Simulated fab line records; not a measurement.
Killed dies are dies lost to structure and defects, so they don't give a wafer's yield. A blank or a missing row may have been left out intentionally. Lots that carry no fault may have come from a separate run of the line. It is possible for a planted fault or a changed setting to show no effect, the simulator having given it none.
8D (eight disciplines) problem report, filled in by code | flow n5 finfet | the parts of the form that need people (team, actions taken, sign-off) are left out

== 1. THE PROBLEM ==
spin speed rpm at N5_BEOL_M15_COAT_22 reads a mean of 1606.8 rpm on 6 wafers of 2 lots; wafers without a fault read 1704.1 rpm with a standard deviation of 1.1. That puts it -88 standard deviations away from the usual mean.
The step: resist thk 800 nm.
The first sign was on wafer L746.1 at day 16 13:32, on litho track-04. At this step, 18 wafers from 6 lots have a number in the record. Rule for "out", or "out of limits": more than 4 standard deviations from the usual mean. All remaining wafers that have a number are taken as sound.

== 2. WHAT THIS IS AND IS NOT ==
question                    | is                     | is not
which readings at this step | spin speed rpm         | -
which lots                  | L745, L746             | L739, L742, L751, L758
which wafers of those lots  | all that have a number | -
read on which tools         | litho track-04         | litho track-03, litho track-05
when                        | from day 16 13:32      | up to then (6 sound wafers); but 6 sound wafers of L751, L758 came after

== 3. SUSPECTS, AND WHAT RULES EACH OUT ==
Counting: a tool stays on the suspect list if, at a process step up to the reading, it processed all lots that are out and no sound lot following the first of them.
- litho track-04 at N5_BEOL_M15_COAT_22 (resist thk 800 nm): kept. It ran every lot that is out, first L746 (day 16 13:32), and no sound lot after that; its last sound lot up to then is L739 (day 12 18:37). Its own readings are out on those wafers: spin speed rpm.
The count leaves litho track-04 at N5_BEOL_M15_COAT_22.

== 4. THE CAUSE (what the simulator had put in) ==
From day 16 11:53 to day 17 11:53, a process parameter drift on litho track-04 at N5_BEOL_M15_COAT_22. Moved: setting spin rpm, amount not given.
Only this tool survived the counting.

== 5. THE CHAIN OF EFFECTS, in route order ==
Each row: a reading where the mean over the struck wafers with a number is more than 3 standard deviations away from the usual. Only readings for which the record gives a usual standard deviation are gone through. hours: the time from each lot's start at the first step in this table that gives one to its start at this step, as a median over the lots. sigmas: the change in usual standard deviations.
hours | step                | reading        | usual      | on struck wafers | change | sigmas
0     | N5_BEOL_M15_COAT_22 | spin speed rpm | 1704.1 rpm | 1606.8           | -97.3  | -88
Here are the process steps it includes:
- N5_BEOL_M15_COAT_22: resist thk 800 nm.
Later steps that measure or inspect, where all struck wafers having a row at the step show a number for every such reading and not one has moved that far: N5_BEOL_M15_CD_MEAS_28, N5_BEOL_M15_OVL_MEAS_29, N5_BEOL_M15_INSPECT_30.

== 6. HOW IT WOULD HAVE BEEN CAUGHT EARLIER ==
The fault began at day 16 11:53; the first out-of-limits reading in this record came at day 16 13:32, 2 hours later.
